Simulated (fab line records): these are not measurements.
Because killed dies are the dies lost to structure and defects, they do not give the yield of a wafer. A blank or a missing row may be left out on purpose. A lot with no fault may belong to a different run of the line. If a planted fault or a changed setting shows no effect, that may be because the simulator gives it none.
Which tool did it? | flow n5_finfet | route of 1938 steps, sampled at 1 step: 12 lots, 36 wafers

## WHAT EACH GAUGE READ, for each wafer
N5_BEOL_M9_CD_MEAS_11: target cd 64.1 nm.
lot  | measured     | on        | cd_nm (nm)
L075 | day 9 18:05  | cd_sem-02 | 64.8 63.5 64.4
L080 | day 11 06:22 | cd_sem-01 | 63.1 64.2 63.8
L077 | day 11 09:01 | cd_sem-02 | 64.1 64.3 63.2
L082 | day 11 12:34 | cd_sem-02 | 63.2 63.3 63.2
L081 | day 11 21:02 | cd_sem-01 | 64.7 63.7 64.2
L085 | day 12 21:08 | cd_sem-01 | 63.6 64.2 64.3
L088 | day 13 10:49 | cd_sem-01 | 63.3 64.0 64.7
L089 | day 14 02:17 | cd_sem-01 | 64.3 65.1 64.9
L091 | day 14 10:40 | cd_sem-03 | 64.3 63.6 64.3
L093 | day 14 18:22 | cd_sem-01 | 64.9 64.6 64.7
L095 | day 15 06:15 | cd_sem-01 | 64.5 63.8 64.5
L097 | day 16 03:44 | cd_sem-03 | 64.3 64.4 63.9

## EACH LOT AND THE TOOL THAT RAN IT (in order: tool; ch and the chambers of the sampled wafers; start)
The record holds no process step before these readings.

## THE ANSWER, worked out from the rows above alone
Rule: the usual values come from the lots themselves. Put in order of their means at a reading, lots are off if they are a third of the lots or fewer, leave a main group of 4 or more, and stand apart from it by a gap of 3 or more times the standard deviation of the main group's means; of several such gaps the widest counts. If all means in a main group match to the digits the tables above print for the reading, that group is not used. A lot without any number at a reading at which 4 lots or more have one is off too. Any other lot the step has rows for is counted as sound.
None of the lots is off at any reading shown; this tells nothing.

## WHAT WAS PUT IN BY THE SIMULATOR
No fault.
